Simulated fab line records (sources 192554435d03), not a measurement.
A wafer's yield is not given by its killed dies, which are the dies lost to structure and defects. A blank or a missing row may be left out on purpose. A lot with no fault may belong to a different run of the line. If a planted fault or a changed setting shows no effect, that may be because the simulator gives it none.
Chamber matching ; flow n5 finfet ; 4 sister chambers for N5_HKMG_FIN_ALD_36 on ald metal-03
The step deposits TiN, target thk 1 nm, pulse time 1 s, purge time 3 s. 8 wafers are shown with their chamber, then 11 later ones without.

WAFERS PAIRED WITH THEIR CHAMBERS
wafer;chamber;heater power w (W);precursor pulse height rel
L080.3;1;1087;0.997
L085.3;3;816;0.997
L086.5;1;1124;1.030
L086.6;0;883;0.986
L089.1;2;1078;1.010
L089.4;3;812;0.976
L089.6;0;883;0.979
L091.1;2;1101;0.986

WAFERS MISSING THEIR CHAMBER
wafer;heater power w (W);precursor pulse height rel
L091.2;906;1.010
L091.3;1115;0.974
L092.4;1072;0.991
L092.5;1100;1.013
L092.6;1155;1.001
L094.2;1113;1.005
L094.5;1103;1.008
L094.6;1096;1.026
L096.1;870;0.962
L096.2;1095;1.015
L096.3;829;0.991

THE CHAMBER EACH PASSED THROUGH
wafer;from the rows above;in truth
L091.2;0;0
L091.3;can't be placed: 2 or 1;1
L092.4;can't be placed: 2 or 1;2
L092.5;can't be placed: 1 or 2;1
L092.6;can't be placed: 1 or 2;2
L094.2;can't be placed: 1 or 2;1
L094.5;can't be placed: 1 or 2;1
L094.6;can't be placed: 1 or 2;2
L096.1;0;0
L096.2;can't be placed: 1 or 2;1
L096.3;3;3
Correctly placed: 3 of 11. These rows do not allow placing 8 (true chamber among the candidates in 8). Placed wrongly: 0.
How it was worked out, from the rows above alone: a wafer's distance from a chamber is the root of the sum, over the readings, of the square of ((its reading less the chamber's mean) divided by the reading's scatter). The wafer belongs to the nearest chamber; if the next one is less than 2 further off, it can't be placed. Each chamber's mean is taken over the wafers shown for it. How the scatter is found: for the shown wafers, subtract from each reading the mean of its chamber, square and add these, divide the total by (wafers less chambers), then take the root.
